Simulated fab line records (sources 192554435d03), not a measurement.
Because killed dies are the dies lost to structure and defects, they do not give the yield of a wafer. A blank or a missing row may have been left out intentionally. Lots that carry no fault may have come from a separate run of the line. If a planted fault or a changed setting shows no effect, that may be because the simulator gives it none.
Chamber matching -- flow n5-finfet -- N5_BEOL_M3_ALD_84 on ald-metal-03 has 4 sister chambers
The step deposits TaN, pulse time 2 s, purge time 3 s, co reactant purge time 2 s. 4 wafers are shown with their chamber, then 12 later ones without.

WAFERS PAIRED WITH THEIR CHAMBERS
wafer,chamber,heater-power-w (W)
L088.5,2,432
L089.3,0,416
L090.2,1,412
L090.5,3,444

WAFERS WITHOUT THEIR CHAMBER
wafer,heater-power-w (W)
L092.1,415
L092.4,410
L092.6,415
L094.2,409
L094.3,446
L094.5,397
L096.4,446
L096.5,436
L096.6,411
L097.1,408
L097.4,442
L097.5,409

CHAMBER TAKEN BY EACH
wafer,from the rows above,in truth
L092.1,can't be placed: 0 or 1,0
L092.4,can't be placed: 1 or 0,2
L092.6,can't be placed: 0 or 1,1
L094.2,can't be placed: 1 or 0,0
L094.3,3,3
L094.5,can't be placed: 1 or 0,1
L096.4,3,3
L096.5,can't be placed: 2 or 3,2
L096.6,can't be placed: 1 or 0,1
L097.1,can't be placed: 1 or 0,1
L097.4,can't be placed: 3 or 2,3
L097.5,can't be placed: 1 or 0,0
2 of 12 placed correctly. From these rows, 10 cannot be placed; in 9 the true chamber is one of the candidates. Placed wrongly: 0.
How it was worked out, from the rows above alone: a wafer's distance from a chamber is the root of the sum, over the readings, of the square of ((its reading less the chamber's mean) divided by the reading's scatter). The wafer belongs to the nearest chamber; if the next one is less than 2 further off, it can't be placed. The mean given for a chamber averages the wafers shown for that chamber. The scatter: root of mean squared gap, hidden wafer to nearest shown wafer, with one shown wafer a chamber.
